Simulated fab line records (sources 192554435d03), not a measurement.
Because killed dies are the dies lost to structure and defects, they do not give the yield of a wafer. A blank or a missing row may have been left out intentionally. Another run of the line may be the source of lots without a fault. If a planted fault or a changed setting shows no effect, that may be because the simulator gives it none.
fab line records | flow n5_finfet
record lots=5 | wafers=14 | last_day=17
route steps=1938 shown BEOL_M0_SAQP@652 BEOL_M4@1111 PASSIVATION@1936
lots that met no fault: taken from a fault-free run of the same line
start_h: hours from the record's first day to the start of the lot's first wafer shown | wait_h: how many hours have passed since the lot's step before this one | " identical to the entry in the row above | L1.1+2: several wafers, shown together as one row | - either no value or no given start | * or withheld: withheld | < > ~ a bound
route shown NAME@n: NAME is a module with steps in the file, n the number in the route of the first one | usual: mean/standard deviation of fault-free wafers | same: alike in all rows | chamber/n: place in a boat | sites: per-site readings | _std_site: how widely they spread, as a standard deviation | _edge_site: outer sites' mean less inner sites' | radius_mm: for every site, how far away it sits from the centre of the wafer | mask NAME#n: copy n | behind: the last tool/chamber to shape the wafer | hold: what put the lot on hold/how long, in hours/how the hold closed | device: whichever transistor did not switch (one of n, p or np) | end of line: at the end of the route, the tests of the same wafers | a step without rows: its recipe alone | killed: count of dies lost to structure and defects at first sort (not the wafer's yield) | map: shows each die of a wafer: x if killed, . if not, _ if none is there
set.NAME: the setting the step ran with; set.NAME@STEP: the setting that earlier step ran with | model.NAME: the simulator's own value behind a step, which no gauge read
lots at selected steps of the route; one table per step, one row per wafer
services: when a tool's chamber went out of use (start_h, in hours from the record's first day, below 0 if earlier), for how many hours, and the reason
## steps
# step N5_BEOL_M0_SAQP_DESCUM_19
# recipe chemistry=O2 | time_s=7.9 | source_power_w=50 | bias_power_w=20 | pressure_mtorr=20 | rf_frequency_hz=2.712e+07 | temp_c=40 | resist=CAR-ArF | o2_flow_sccm=225
# usual drypump_motor_current_A=5.53/0.26 | oes_product_au=0.78/0.091 | rf_vpp_V=243.2/1.4 | showerhead_plenum_p_Torr=2.11/0.069 | temp_c=40.00/0.13 | throttle_valve_pct=20.45/0.27
lot.wafer | tool        | chamber | start_h | wait_h | drypump_motor_current_A | oes_product_au | rf_hours_counter_h | rf_vpp_V | showerhead_plenum_p_Torr | temp_c | throttle_valve_pct
L568.3    | rie_diel-01 | 1       | 165.85  | 0.0    | 5.48                    | 0.70           | 249                | 241.8    | 2.16                     | 39.92  | 20.39
L568.4    | "           | 1       | "       | "      | 5.47                    | 0.70           | -                  | 244.1    | 2.16                     | 40.06  | 20.41
L568.5    | "           | 3       | "       | "      | 5.16                    | 0.85           | -                  | 243.7    | 2.13                     | 40.17  | 20.68
L570.3    | rie_diel-01 | 1       | 183.50  | 0.1    | 5.46                    | 1.04           | 1                  | 244.4    | 2.16                     | 40.08  | 20.00
L570.5    | "           | 3       | "       | "      | 5.15                    | 0.85           | -                  | 242.9    | 2.13                     | 39.86  | 20.68
L570.6    | "           | 0       | "       | "      | 5.44                    | 0.75           | -                  | 241.5    | 2.01                     | 40.15  | 20.59
L578.4    | rie_diel-06 | 3       | 229.14  | 0.0    | 5.91                    | 0.85           | 82                 | 245.2    | 2.22                     | 40.03  | 20.13
L578.5    | "           | 0       | "       | "      | 5.77                    | 0.69           | -                  | 242.2    | 2.05                     | 40.05  | 20.58
L580.2    | rie_diel-06 | 3       | 246.98  | 0.0    | 5.90                    | 0.84           | 88                 | 245.0    | 2.22                     | 39.94  | 20.15
L580.3    | "           | 2       | "       | "      | 5.42                    | 0.72           | 200                | 243.9    | 2.17                     | 39.88  | 20.25
L580.5    | "           | 3       | "       | "      | 5.89                    | 0.84           | -                  | 244.5    | 2.22                     | 39.92  | 20.14
L581.4    | rie_diel-06 | 1       | 247.82  | 0.1    | 5.28                    | 0.67           | 236                | 242.9    | 2.06                     | 39.85  | 20.62
L581.5    | "           | 0       | "       | "      | 5.75                    | 0.68           | -                  | 242.6    | 2.05                     | 39.98  | 20.59
L581.6    | "           | 1       | "       | "      | 5.31                    | 0.67           | -                  | 243.2    | 2.06                     | 39.93  | 20.62
# step N5_BEOL_M0_SAQP_ETCH_83
# recipe chemistry=CF4 | target=SiARC | target_depth_a=390 | mask_material=CAR-ArF | time_s=65 | ion_energy_ev=80 | pressure_mtorr=40 | source_w=545 | bias_w=36 | Ar_flow_sccm=100 | cf4_flow_sccm=100 | ends=cleared
# step N5_BEOL_M0_SAQP_ETCH_84
# recipe chemistry=N2/H2 | target=SOC | target_depth_a=1000 | overetch_a=200 | mask_material=SiARC | temp_c=40 | time_s=150 | ion_energy_ev=200 | pressure_mtorr=30 | source_w=840 | bias_w=150 | n2_flow_sccm=200 | h2_flow_sccm=200
# usual drypump_motor_current_A=5.53/0.26 | h2_flow_sccm=200.0/0.64 | oes_product_au=0.70/0.076 | rf_vpp_V=524.3/2.3 | showerhead_plenum_p_Torr=2.56/0.077 | temp_c=40.01/0.11 | throttle_valve_pct=17.79/0.29
lot.wafer | tool        | chamber | start_h | wait_h | drypump_motor_current_A | h2_flow_sccm | oes_product_au | rf_hours_counter_h | rf_vpp_V | showerhead_plenum_p_Torr | temp_c | throttle_valve_pct
L568.3    | rie_diel-01 | 1       | 165.94  | 0.0    | 5.48                    | 200.2        | 0.63           | 249                | 525.1    | 2.61                     | 39.95  | 17.76
L568.4    | "           | 1       | "       | "      | 5.49                    | 200.2        | 0.62           | -                  | 526.9    | 2.61                     | 40.09  | 17.78
L568.5    | "           | 3       | "       | "      | 5.15                    | 200.5        | 0.77           | -                  | 524.8    | 2.57                     | 40.13  | 17.86
L570.3    | rie_diel-01 | 1       | 183.58  | 0.0    | 5.49                    | 200.1        | 0.91           | 1                  | 523.9    | 2.61                     | 40.05  | 17.30
L570.5    | "           | 3       | "       | "      | 5.17                    | 200.4        | 0.76           | -                  | 527.1    | 2.57                     | 40.02  | 17.86
L570.6    | "           | 0       | "       | "      | 5.42                    | 199.5        | 0.68           | -                  | 520.2    | 2.43                     | 40.03  | 17.89
L578.4    | rie_diel-06 | 3       | 229.23  | 0.0    | 5.92                    | 201.1        | 0.74           | 82                 | 527.8    | 2.67                     | 39.94  | 17.38
L578.5    | "           | 0       | "       | "      | 5.78                    | 199.5        | 0.62           | -                  | 522.9    | 2.51                     | 39.99  | 18.08
L580.2    | rie_diel-06 | 3       | 247.07  | 0.0    | 5.91                    | 200.6        | 0.75           | 88                 | 528.0    | 2.67                     | 40.08  | 17.38
L580.3    | "           | 2       | "       | "      | 5.39                    | 200.4        | 0.64           | 200                | 525.4    | 2.64                     | 39.95  | 17.86
L580.5    | "           | 3       | "       | "      | 5.93                    | 199.7        | 0.75           | -                  | 528.7    | 2.67                     | 40.13  | 17.38
L581.4    | rie_diel-06 | 1       | 247.91  | 0.0    | 5.33                    | 199.7        | 0.61           | 236                | 522.8    | 2.50                     | 39.89  | 18.01
L581.5    | "           | 0       | "       | "      | 5.77                    | 199.2        | 0.62           | -                  | 522.6    | 2.51                     | 40.18  | 18.10
L581.6    | "           | 1       | "       | "      | 5.34                    | 200.0        | 0.61           | -                  | 522.1    | 2.50                     | 39.83  | 18.01
# step N5_BEOL_M0_SAQP_STRIP_80
# recipe chemistry=N2/H2 | temp_c=40 | n2_flow_sccm=200 | h2_flow_sccm=200 | rf_frequency_hz=6e+07
# step N5_BEOL_M0_SAQP_HM_OPEN_112
# recipe chemistry=CHF3/O2 | target=SiO2 | stop_on=a-Si | target_depth_a=120 | over_etch_frac=1.25 | mask_material=SOC | time_s=13.5 | pressure_mtorr=30 | source_w=650 | bias_w=170 | Ar_flow_sccm=200 | CHF3_flow_sccm=50 | O2_flow_sccm=5 | ion_energy_ev=200 | ends=end_point
# usual drypump_motor_current_A=5.53/0.26 | oes_product_au=0.51/0.056 | rf_vpp_V=524/11 | showerhead_plenum_p_Torr=2.42/0.078 | throttle_valve_pct=18.8/0.3
lot.wafer | tool        | chamber | start_h | wait_h | drypump_motor_current_A | oes_product_au | rf_hours_counter_h | rf_vpp_V | showerhead_plenum_p_Torr | throttle_valve_pct
L568.3    | rie_diel-01 | 1       | 166.05  | 0.0    | 5.47                    | 0.46           | 249                | 523      | 2.47                     | 18.7
L568.4    | "           | 1       | "       | "      | 5.48                    | 0.46           | -                  | 525      | 2.47                     | 18.8
L568.5    | "           | 3       | "       | "      | 5.15                    | 0.57           | -                  | 521      | 2.46                     | 19.1
L570.3    | rie_diel-01 | 1       | 183.69  | 0.0    | 5.51                    | 0.67           | 1                  | 524      | 2.47                     | 18.3
L570.5    | "           | 3       | "       | "      | 5.15                    | 0.56           | -                  | 520      | 2.46                     | 19.1
L570.6    | "           | 0       | "       | "      | 5.42                    | 0.50           | -                  | 504      | 2.31                     | 18.9
L578.4    | rie_diel-06 | 3       | 229.33  | 0.0    | 5.87                    | 0.55           | 82                 | 528      | 2.56                     | 18.6
L578.5    | "           | 0       | "       | "      | 5.78                    | 0.45           | -                  | 515      | 2.39                     | 19.2
L580.2    | rie_diel-06 | 3       | 247.17  | 0.0    | 5.91                    | 0.54           | 88                 | 530      | 2.56                     | 18.6
L580.3    | "           | 2       | "       | "      | 5.42                    | 0.47           | 200                | 504      | 2.48                     | 18.6
L580.5    | "           | 3       | "       | "      | 5.89                    | 0.54           | -                  | 529      | 2.56                     | 18.6
L581.4    | rie_diel-06 | 1       | 248.02  | 0.0    | 5.34                    | 0.44           | 236                | 528      | 2.36                     | 18.9
L581.5    | "           | 0       | "       | "      | 5.77                    | 0.45           | -                  | 513      | 2.39                     | 19.2
L581.6    | "           | 1       | "       | "      | 5.30                    | 0.45           | -                  | 530      | 2.36                     | 18.9
# step N5_BEOL_M0_SAQP_STRIP_113
# recipe chemistry=CHF3/O2 | resist=SiARC | rf_frequency_hz=6e+07
# step N5_BEOL_M0_SAQP_MANDREL_ETCH_20
# recipe target_depth_a=600 | chemistry=HBr/Cl2 | target=a-Si | stop_on=SiNx | bt_time_s=10 | mask_material=SOC | over_etch_frac=0.5 | time_s=30 | pressure_mtorr=10 | icp_w=800 | bias_w=75 | HBr_flow_sccm=150 | Cl2_flow_sccm=80 | ends=end_point
# step N5_BEOL_M0_SAQP_STRIP_86
# recipe chemistry=N2/H2 | power_w=500 | temp_c=40 | pressure_mtorr=50 | rf_frequency_hz=6e+07 | overash_fraction=0.3 | bias_power_w=28 | h2_frac=0.5 | n2_flow_sccm=300 | h2_flow_sccm=300
# step N5_BEOL_M0_SAQP_STRIP_115
# recipe chemistry=post_etch_residue_remover | time_s=60 | temp_c=25 | remover_ph=withheld | remover_water_wt_pct=withheld | remover_fluoride_wt_pct=withheld
# step N5_BEOL_M0_SAQP_SRD_93
# recipe dry=ipa_marangoni | time_s=30 | temp_c=23 | rinse_liquid=diw
# step N5_BEOL_M0_SAQP_RECESS_114
# recipe chemistry=HF/NH3 | target=SiO2 | target_depth_a=144 | afs_cycles=3 | temp_c=30 | sublimation_temp_c=180 | sublimation_time_s=60
# step N5_BEOL_M0_SAQP_SPACER1_ALD_98
# recipe material=SiO2 | target_thk_a=128 | temp_c=300 | ald_precursor_family=BDEAS | ald_co_reactant=O2-plasma | pulse_time_s=1 | purge_time_s=2 | co_reactant_purge_time_s=2 | ald_cycles=138 | pressure_torr=2
# usual heater_power_w=474/56 | precursor_pulse_height_rel=0.998/0.019
# same co_reactant_purge_time_s=2
lot.wafer | tool       | chamber | start_h | wait_h | heater_power_w | precursor_pulse_height_rel
L568.3    | ald_sin-03 | 0       | 166.74  | 0.1    | 424            | 0.984
L568.4    | "          | 1       | "       | "      | 511            | 1.009
L568.5    | "          | 2       | "       | "      | 483            | 0.985
L570.3    | ald_sin-01 | 3       | 184.81  | 0.6    | 598            | 1.027
L570.5    | "          | 3       | "       | "      | 588            | 0.990
L570.6    | "          | 1       | "       | "      | 512            | 0.967
L578.4    | ald_sin-03 | 1       | 230.32  | 0.4    | 505            | 0.988
L578.5    | "          | 2       | "       | "      | 491            | 0.988
L580.2    | ald_sin-02 | 0       | 247.91  | 0.3    | 410            | 0.966
L580.3    | "          | 1       | "       | "      | 516            | 0.992
L580.5    | "          | 1       | "       | "      | 532            | 1.015
L581.4    | ald_sin-02 | 1       | 248.75  | 0.1    | 536            | 0.978
L581.5    | "          | 2       | "       | "      | 502            | 0.983
L581.6    | "          | 3       | "       | "      | 398            | 1.008
# step N5_BEOL_M0_SAQP_SPACER1_ETCHBACK_99
# recipe chemistry=CHF3/O2 | mode=anisotropic_etchback | target=SiO2 | target_depth_a=154 | time_s=7.7 | pressure_mtorr=30 | source_w=650 | bias_w=170 | Ar_flow_sccm=200 | CHF3_flow_sccm=50 | O2_flow_sccm=5 | ion_energy_ev=200
# usual drypump_motor_current_A=5.50/0.25 | oes_product_au=0.78/0.086 | rf_vpp_V=523/12 | showerhead_plenum_p_Torr=2.43/0.077 | throttle_valve_pct=18.9/0.3
lot.wafer | tool        | chamber | start_h | wait_h | drypump_motor_current_A | oes_product_au | rf_hours_counter_h | rf_vpp_V | showerhead_plenum_p_Torr | throttle_valve_pct
L568.3    | rie_diel-01 | 1       | 167.28  | 0.3    | 5.47                    | 0.69           | 250                | 524      | 2.47                     | 18.8
L568.4    | "           | 3       | "       | "      | 5.14                    | 0.84           | 51                 | 521      | 2.46                     | 19.2
L568.5    | "           | 2       | "       | "      | 5.76                    | 0.69           | -                  | 535      | 2.49                     | 19.4
L570.3    | rie_diel-06 | 2       | 185.30  | 0.3    | 5.45                    | 0.73           | 181                | 504      | 2.48                     | 18.7
L570.5    | "           | 1       | "       | "      | 5.31                    | 0.69           | -                  | 531      | 2.37                     | 19.0
L570.6    | "           | 2       | "       | "      | 5.45                    | 0.73           | -                  | 505      | 2.49                     | 18.7
L578.4    | rie_diel-01 | 1       | 230.79  | 0.3    | 5.49                    | 1.15           | 15                 | 522      | 2.46                     | 18.4
L578.5    | "           | 3       | "       | "      | 5.17                    | 0.83           | -                  | 519      | 2.45                     | 19.2
L580.2    | rie_diel-06 | 0       | 248.38  | 0.3    | 5.81                    | 0.67           | 249                | 514      | 2.39                     | 19.2
L580.3    | "           | 2       | "       | "      | 5.40                    | 0.72           | 200                | 505      | 2.48                     | 18.7
L580.5    | "           | 2       | "       | "      | 5.44                    | 0.71           | -                  | 505      | 2.48                     | 18.7
L581.4    | rie_diel-02 | 0       | 249.26  | 0.3    | 5.13                    | 0.98           | -                  | 536      | 2.46                     | 18.6
L581.5    | "           | 3       | "       | "      | 5.33                    | 0.75           | -                  | 518      | 2.30                     | 18.9
L581.6    | "           | 2       | "       | "      | 5.83                    | 0.82           | -                  | 542      | 2.42                     | 18.5
# step N5_BEOL_M0_SAQP_MANDREL1_REMOVE_100
# recipe chemistry=HBr/Cl2/O2 | bt_time_s=10 | target=a-Si | stop_on=SiNx | endpoint=OES-SiCl | over_etch_frac=0.85 | icp_w=600 | bias_w=30 | HBr_flow_sccm=150 | Cl2_flow_sccm=80 | O2_flow_sccm=5 | pressure_mtorr=10
# usual drypump_motor_current_A=5.6/0.43 | oes_product_au=0.999/0.016 | throttle_valve_pct=36.64/0.18
# same bt_time_s=10
lot.wafer | tool      | chamber | start_h | wait_h | drypump_motor_current_A | oes_product_au | rf_hours_counter_h | throttle_valve_pct
L568.3    | rie_si-03 | 3       | 167.37  | 0.1    | 6.7                     | 1.012          | 6                  | 36.76
L568.4    | "         | 2       | "       | "      | 5.7                     | 0.982          | 129                | 36.73
L568.5    | "         | 1       | "       | "      | 6.1                     | 0.991          | -                  | 36.87
L570.3    | rie_si-04 | 0       | 185.38  | 0.1    | 5.2                     | 0.993          | 142                | 36.56
L570.5    | "         | 2       | "       | "      | 5.5                     | 0.967          | -                  | 36.60
L570.6    | "         | 3       | "       | "      | 5.8                     | 1.007          | -                  | 36.23
L578.4    | rie_si-04 | 1       | 230.88  | 0.1    | 5.5                     | 0.987          | 178                | 36.60
L578.5    | "         | 3       | "       | "      | 5.8                     | 1.004          | -                  | 36.21
L580.2    | rie_si-04 | 1       | 248.47  | 0.1    | 5.5                     | 0.980          | 178                | 36.61
L580.3    | "         | 2       | "       | "      | 5.4                     | 0.980          | 103                | 36.60
L580.5    | "         | 0       | "       | "      | 5.2                     | 0.987          | -                  | 36.56
L581.4    | rie_si-04 | 3       | 249.31  | 0.0    | 5.8                     | 1.018          | 5                  | 36.22
L581.5    | "         | 1       | "       | "      | 5.5                     | 0.983          | -                  | 36.60
L581.6    | "         | 2       | "       | "      | 5.4                     | 0.989          | -                  | 36.59
# step N5_BEOL_M4_RC_MEAS_101
# usual DIBL_N=36.6/1.7 | DIBL_P=36.7/2 | IOFF_N=0.16/0.033 | IOFF_P=0.22/0.04 | ION_N=673/12 | ION_P=463/7.9 | SS_N=71.7/0.58 | SS_P=73.3/0.64 | VT_N=249/3.3 | VT_P=-249/3.1
lot.wafer | tool      | chamber | start_h | wait_h | DIBL_N[mV/V] | DIBL_P[mV/V] | IOFF_N[nA/um] | IOFF_P[nA/um] | ION_N[uA/um] | ION_P[uA/um] | SS_N[mV/dec] | SS_P[mV/dec] | VT_N[mV] | VT_P[mV]
L568.3    | prober-02 | 0       | 219.39  | 0.3    | 36.5         | 35.9         | 0.15          | 0.23          | 666          | 464          | 71.3         | 73.2         | 249      | -246
L568.4    | "         | 0       | "       | "      | 39.5         | 39.7         | 0.24          | 0.32          | 670          | 468          | 72.3         | 73.6         | 247      | -243
L568.5    | "         | 0       | "       | "      | 38.8         | 40.1         | 0.22          | 0.33          | 690          | 479          | 72.0         | 74.7         | 246      | -242
L570.3    | prober-01 | 0       | 239.31  | 0.3    | 38.0         | 36.8         | 0.17          | 0.23          | 670          | 457          | 72.4         | 73.4         | 251      | -251
L570.5    | "         | 0       | "       | "      | 41.5         | 41.0         | 0.25          | 0.32          | 685          | 469          | 73.2         | 74.5         | 245      | -247
L570.6    | "         | 0       | "       | "      | 39.8         | 38.9         | 0.22          | 0.27          | 681          | 468          | 72.5         | 73.7         | 247      | -248
L578.4    | prober-02 | 0       | 302.57  | 0.5    | 34.4         | 35.3         | 0.12          | 0.17          | 654          | 451          | 71.3         | 73.1         | 254      | -254
L578.5    | "         | 0       | "       | "      | 37.4         | 40.3         | 0.19          | 0.25          | 689          | 476          | 71.6         | 74.2         | 248      | -248
L581.4    | prober-01 | 0       | 308.57  | 0.5    | 34.3         | 33.2         | 0.13          | 0.20          | 661          | 471          | 70.8         | 72.2         | 248      | -245
L581.5    | "         | 0       | "       | "      | 34.4         | 34.2         | 0.13          | 0.22          | 670          | 465          | 70.8         | 72.7         | 252      | -247
L581.6    | "         | 0       | "       | "      | 37.5         | 37.0         | 0.17          | 0.26          | 668          | 467          | 72.1         | 73.1         | 251      | -244
L580.2    | prober-02 | 0       | 314.12  | 0.2    | 39.2         | 41.4         | 0.23          | 0.29          | 689          | 466          | 73.0         | 74.5         | 243      | -247
L580.3    | "         | 0       | "       | "      | 37.3         | 38.4         | 0.19          | 0.23          | 685          | 463          | 72.0         | 73.6         | 245      | -250
L580.5    | "         | 0       | "       | "      | 35.0         | 36.1         | 0.14          | 0.19          | 670          | 458          | 71.7         | 73.1         | 252      | -251
# step N5_PASSIVATION_PROBE_49
# usual defect_limited_yield=91.1/1.4 | killed_at_M0_to_M3=34/11 | killed_at_M4_up=14/5.7 | killed_at_contacts=14/6.9 | killed_at_front_end=40/11 | killed_at_other=4/3.1 | killed_dies=105/17 | killed_open=70/13 | killed_short=34/7.6 | sort_bin_5_function=5.3/0.95 | sort_bin_6_memory=3.3/0.64 | sort_n_pass=1075/17 | sort_yield_pct=91.1/1.4
# same gross_dies=1180 | killed_at_back_side=0 | sort_bin_4_leakage[%]=0 | sort_bin_8_speed[%]=0
lot.wafer | tool      | chamber | start_h | wait_h | defect_limited_yield[%] | killed_at_M0_to_M3 | killed_at_M4_up | killed_at_contacts | killed_at_front_end | killed_at_other | killed_dies | killed_open | killed_short | sort_bin_5_function[%] | sort_bin_6_memory[%] | sort_n_pass | sort_yield_pct[%]
L568.3    | prober-01 | -       | 329.27  | 0.1    | 94.5                    | 23                 | 9               | 8                  | 22                  | 3               | 65          | 40          | 23           | 2.8                    | 2.4                  | 1115        | 94.5
L568.4    | prober-01 | -       | 329.32  | 0.2    | 92.7                    | 24                 | 14              | 16                 | 29                  | 3               | 86          | 60          | 25           | 3.6                    | 3.5                  | 1094        | 92.7
L568.5    | prober-01 | -       | 329.37  | 0.2    | 92.9                    | 35                 | 6               | 16                 | 26                  | 1               | 84          | 60          | 22           | 3.4                    | 3.5                  | 1096        | 92.9
L570.3    | prober-01 | -       | 362.21  | 0.1    | 91.6                    | 37                 | 13              | 14                 | 35                  | 0               | 99          | 65          | 32           | 4.7                    | 3.4                  | 1081        | 91.6
L570.5    | prober-01 | -       | 362.31  | 0.2    | 88.7                    | 60                 | 8               | 11                 | 52                  | 2               | 133         | 84          | 47           | 6.6                    | 4.2                  | 1047        | 88.7
L570.6    | prober-01 | -       | 362.36  | 0.3    | 92.1                    | 23                 | 16              | 16                 | 34                  | 4               | 93          | 56          | 34           | 4.4                    | 3.1                  | 1087        | 92.1
# killed by level:class
L568.3 BEOL_M0_SAQP:geometric_particle:short=8 MOL_CONTACT_COAG:geometric_particle:open=7 STI_FIN_REVEAL:geometric_particle:open=6 BEOL_M3:geometric_particle:open=4 FIN_SAQP:geometric_particle:open=3 BEOL_M0_SAQP:geometric_particle:open=3 BEOL_M0:geometric_particle:open=3 BEOL_M5:geometric_particle:open=3
L568.4 STI_FIN_REVEAL:geometric_particle:open=10 MOL_CONTACT_COAG:geometric_particle:open=10 MOL_CONTACT_COAG:geometric_particle:short=6 BEOL_M2:geometric_particle:open=6 BEOL_M0_SAQP:geometric_particle:short=5 BEOL_M3:geometric_particle:open=5 FIN_SAQP:geometric_particle:open=4 GATE_CUT:geometric_particle:open=3
L568.5 MOL_CONTACT_COAG:geometric_particle:open=12 STI_FIN_REVEAL:geometric_particle:open=10 BEOL_M2:geometric_particle:open=9 BEOL_M3:geometric_particle:open=9 BEOL_M0_SAQP:geometric_particle:short=5 BEOL_M0:geometric_particle:open=5 MOL_CONTACT_COAG:geometric_particle:short=4 GATE_CUT:geometric_particle:short=3
L570.3 MOL_CONTACT_COAG:geometric_particle:open=13 BEOL_M3:geometric_particle:open=10 BEOL_M1:geometric_particle:open=6 BEOL_M4:geometric_particle:open=5 BEOL_M0_SAQP:geometric_particle:open=5 BEOL_M0_SAQP:geometric_particle:short=5 STARTING-WAFER:geometric_particle:open=5 FIN_SAQP:geometric_particle:short=4
L570.5 BEOL_M0_SAQP:geometric_particle:short=16 FIN_SAQP:geometric_particle:short=11 FIN_SAQP:geometric_particle:open=11 STI_FIN_REVEAL:geometric_particle:open=11 BEOL_M1:geometric_particle:open=11 BEOL_M3:geometric_particle:open=10 MOL_CONTACT_COAG:geometric_particle:open=9 BEOL_M2:geometric_particle:open=8
L570.6 MOL_CONTACT_COAG:geometric_particle:open=11 BEOL_M4:geometric_particle:open=9 FIN_SAQP:geometric_particle:short=8 BEOL_M3:geometric_particle:open=7 STI_FIN_REVEAL:geometric_particle:open=6 GATE_CUT:geometric_particle:short=6 MOL_CONTACT_COAG:geometric_particle:short=5 FIN_SAQP:geometric_particle:open=4
## services
tool        | chamber | start_h | hours | kind
rie_si-03   | 3       | 142.38  | 10.6  | repair
rie_diel-02 | 3       | 142.67  | 1.8   | repair
rie_diel-01 | 2       | 164.28  | 2.8   | repair
rie_diel-01 | 1       | 168.11  | -     | clean
rie_diel-01 | 1       | 168.11  | -     | consumable_replace:focus_ring
rie_diel-01 | 1       | 168.11  | 13.9  | scheduled_down
rie_diel-01 | 1       | 168.11  | 13.9  | vent_cycle
ald_sin-02  | -       | 176.75  | 14.0  | pm
ald_sin-02  | 0       | 176.75  | 14.0  | vent_cycle
ald_sin-02  | 1       | 176.75  | 14.0  | vent_cycle
ald_sin-02  | 2       | 176.75  | 14.0  | vent_cycle
ald_sin-02  | 3       | 176.75  | 14.0  | vent_cycle
ald_sin-02  | 0       | 190.75  | -     | clean
ald_sin-02  | 1       | 190.75  | -     | clean
ald_sin-02  | 2       | 190.75  | -     | clean
ald_sin-02  | 3       | 190.75  | -     | clean
rie_si-03   | 0       | 211.76  | 5.2   | repair
ald_sin-02  | 1       | 224.96  | 5.9   | repair
rie_si-03   | 1       | 228.45  | 8.6   | repair
rie_diel-01 | 2       | 235.33  | 5.0   | repair
rie_diel-01 | 2       | 242.52  | -     | clean
rie_diel-01 | 2       | 242.52  | -     | consumable_replace:focus_ring
rie_diel-02 | 1       | 243.32  | 8.0   | repair
ald_sin-02  | 1       | 249.29  | 7.5   | repair
## key
first_sign step=N5_BEOL_M0_SAQP_SPACER1_ETCHBACK_99 | reading=oes_product_au | direction=up | sigmas=4.3 | usual=0.78 | struck=1.15
effect none on later readings
met_at N5_BEOL_M0_SAQP_SPACER1_ETCHBACK_99
struck_wafers L578.4
onset_between 167.28 230.79
fault kind=process_parameter_drift | tool=rie_diel-01 | chamber=- | onset_h=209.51 | steps=N5_BEOL_M0_SAQP_SPACER1_ETCHBACK_99 | channel=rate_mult | offset=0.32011 | shape=step | end_h=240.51 | scope=struck_wafers_only
